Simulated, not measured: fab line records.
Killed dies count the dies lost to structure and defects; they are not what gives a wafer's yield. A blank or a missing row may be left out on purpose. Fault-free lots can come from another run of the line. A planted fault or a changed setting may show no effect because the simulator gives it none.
Which of the tools did it? -- flow nand_harc -- 39 wafers from 13 lots sampled at 5 of the route's 1302 steps

WHAT THE GAUGES SHOWED, per wafer
NHARC_P_GATE_CD_MEAS_59 targets a cd of 720 nm.
lot,measured,on,cd_nm (nm)
L419,day 5 14:35,cd_sem-01,718.7 719.8 716.8
L420,day 6 05:33,cd_sem-03,719.8 722.4 724.0
L421,day 6 05:47,cd_sem-01,715.9 716.0 715.3
L422,day 6 22:25,cd_sem-01,714.5 717.6 720.5
L423,day 7 03:59,cd_sem-02,724.6 719.9 719.0
L424,day 7 14:37,cd_sem-02,715.4 715.9 720.4
L425,day 8 02:09,cd_sem-03,722.7 722.3 724.5
L426,day 8 10:50,cd_sem-01,715.9 719.1 718.0
L434,day 12 09:12,cd_sem-02,719.8 715.9 712.2
L438,day 13 09:20,cd_sem-03,724.8 724.9 721.6
L439,day 14 00:34,cd_sem-02,714.0 715.2 719.2
L440,day 14 15:44,cd_sem-01,723.6 722.3 722.1
L441,day 14 19:16,cd_sem-03,716.8 714.7 718.1

NHARC_P_GATE_CD_MEAS_91 targets a cd of 2000 nm.
lot,measured,on,cd_nm (nm)
L419,day 5 16:10,cd_sem-02,1999.1 1996.2 1994.2
L420,day 6 07:17,cd_sem-01,2000.4 1998.5 1994.1
L421,day 6 07:31,cd_sem-02,1997.9 1996.9 1998.0
L422,day 7 00:07,cd_sem-01,1993.9 2002.5 1999.3
L423,day 7 05:37,cd_sem-03,1997.5 2001.3 2001.8
L424,day 7 16:20,cd_sem-03,1999.3 1996.6 1996.8
L425,day 8 04:05,cd_sem-02,2000.9 1999.8 1999.3
L426,day 8 12:27,cd_sem-02,1995.2 1998.0 1999.2
L434,day 12 10:56,cd_sem-01,1994.6 1998.6 1998.1
L438,day 13 11:02,cd_sem-03,2000.2 1996.8 1996.8
L439,day 14 02:17,cd_sem-03,1993.5 2001.4 1999.1
L440,day 14 17:35,cd_sem-01,1997.5 1998.2 1995.7
L441,day 14 21:01,cd_sem-02,1999.1 1999.2 1999.1

NHARC_END_SORT_01.
lot,measured,on,killed_at_array,killed_at_other,killed_at_periphery,killed_dies,killed_open,killed_short
L424,day 26 06:21,prober-01,103 92 83,2 0 3,5 10 19,110 102 105,2 3 0,3 2 0
L425,day 26 16:31,prober-02,21 23 20,0 0 1,6 14 9,27 37 30,3 3 3,3 1 2

EACH LOT AND THE TOOL THAT RAN IT (in order: tool; ch and the chambers of the sampled wafers; start)
lot,NHARC_P_GATE_RTA_80,NHARC_P_CONTACT_ETCH_31
L419,"rtp_anneal-01 ch 0, day 5 18:35","rie_diel-06 ch 1,3, day 5 21:47"
L420,"rtp_anneal-01 ch 0, day 6 09:43","rie_diel-01 ch 0,1,3, day 6 12:56"
L421,"rtp_anneal-02 ch 0, day 6 10:01","rie_diel-04 ch 0,3, day 6 13:17"
L422,"rtp_anneal-01 ch 0, day 7 02:32","rie_diel-04 ch 0,2,3, day 7 05:59"
L423,"rtp_anneal-02 ch 0, day 7 08:04","rie_diel-04 ch 0,1, day 7 11:07"
L424,"rtp_anneal-02 ch 0, day 7 18:49","rie_diel-04 ch 1,2,3, day 7 21:52"
L425,"rtp_anneal-02 ch 0, day 8 06:37","rie_diel-04 ch 1,3, day 8 09:48"
L426,"rtp_anneal-01 ch 0, day 8 14:52","rie_diel-06 ch 0,1, day 8 17:55"
L434,"rtp_anneal-01 ch 0, day 12 13:21","rie_diel-04 ch 2,3, day 12 16:34"
L438,"rtp_anneal-01 ch 0, day 13 13:27","rie_diel-04 ch 0,1, day 13 16:38"
L439,"rtp_anneal-02 ch 0, day 14 04:45","rie_diel-04 ch 0,3, day 14 07:55"
L440,"rtp_anneal-01 ch 0, day 14 20:11","rie_diel-04 ch 0,1,2, day 14 23:23"
L441,"rtp_anneal-02 ch 0, day 14 23:35","rie_diel-06 ch 2,3, day 15 02:41"
- NHARC_P_GATE_RTA_80: time 30 s.
- NHARC_P_CONTACT_ETCH_31: etches the open film in CH3F/O2, target depth 30 nm, time 85.7 s.

AS READ BY THE TOOLS THEMSELVES (means over the sampled wafers that have a number; for cases with no such wafer, the mark the record gives instead)
NHARC_P_GATE_RTA_80.
lot,tool,lamp_power_pct (%),lamp_zone_6_pct (%),wafer_temp_C_max
L419,rtp_anneal-01,2.09,2.07,301.5
L420,rtp_anneal-01,2.09,2.07,301.4
L421,rtp_anneal-02,2.25,2.22,301.9
L422,rtp_anneal-01,2.09,2.07,301.3
L423,rtp_anneal-02,2.24,2.22,301.8
L424,rtp_anneal-02,2.26,2.24,301.8
L425,rtp_anneal-02,2.25,2.22,302.1
L426,rtp_anneal-01,2.09,2.07,301.8
L434,rtp_anneal-01,2.09,2.07,301.5
L438,rtp_anneal-01,2.09,2.07,301.5
L439,rtp_anneal-02,2.25,2.22,302.3
L440,rtp_anneal-01,2.09,2.06,301.5
L441,rtp_anneal-02,2.25,2.23,302.0

NHARC_P_CONTACT_ETCH_31.
lot,tool,drypump_motor_current_A (A),o2_flow_sccm (sccm),oes_product_au (a.u.),rf_vpp_V (V),showerhead_plenum_p_Torr (Torr),throttle_valve_pct (%)
L419,rie_diel-06,5.6,29.98,0.969,244.1,2.46,20.665
L420,rie_diel-01,5.6,29.97,0.988,244.9,2.51,20.664
L421,rie_diel-04,5.1,30.05,0.965,243.3,2.42,20.666
L422,rie_diel-04,5.3,30.02,0.987,245.6,2.49,20.663
L423,rie_diel-04,5.2,29.95,0.991,245.2,2.48,20.671
L424,rie_diel-04,5.6,29.95,0.866,245.9,2.55,20.659
L425,rie_diel-04,5.7,29.94,0.767,245.7,2.55,20.666
L426,rie_diel-06,5.8,29.94,0.989,244.7,2.44,20.666
L434,rie_diel-04,5.5,29.95,0.984,245.8,2.48,20.671
L438,rie_diel-04,5.2,29.94,1.000,245.1,2.48,20.657
L439,rie_diel-04,5.3,29.94,0.989,243.5,2.41,20.668
L440,rie_diel-04,5.4,29.98,0.969,246.3,2.55,20.653
L441,rie_diel-06,5.8,29.93,0.994,244.1,2.42,20.664

THE ANSWER, worked out from the rows above alone
Rule: the lots themselves supply what counts as usual. The widest of any qualifying gaps counts: lots, ordered by their means at a reading, are off when they make up no more than a third of the lots, leave a main group of 4 or more, and stand apart from it by 3 or more times the standard deviation of that group's means. A main group is skipped when, at the precision printed for the reading in the tables above, its means are all equal. A lot without any number at a reading at which 4 lots or more have one is off too. All remaining lots with rows at the step are treated as sound. After the gauges, taken in route order, come the tools' own readings; for these a lot's mean is taken, as printed above. At the first step where some lot is off, the reading lying furthest off is the one used; lots without a number count as furthest.
Off: L424, L425 (NHARC_P_CONTACT_ETCH_31, oes_product_au). Mean 0.984 a.u. and standard deviation 0.011 in the main group.
A tool fits if, at that step or a process step before it, it ran every lot that is off, and no sound lot after the first of them. Not one of the candidates tried fits.

WHAT THE SIMULATOR PUT IN
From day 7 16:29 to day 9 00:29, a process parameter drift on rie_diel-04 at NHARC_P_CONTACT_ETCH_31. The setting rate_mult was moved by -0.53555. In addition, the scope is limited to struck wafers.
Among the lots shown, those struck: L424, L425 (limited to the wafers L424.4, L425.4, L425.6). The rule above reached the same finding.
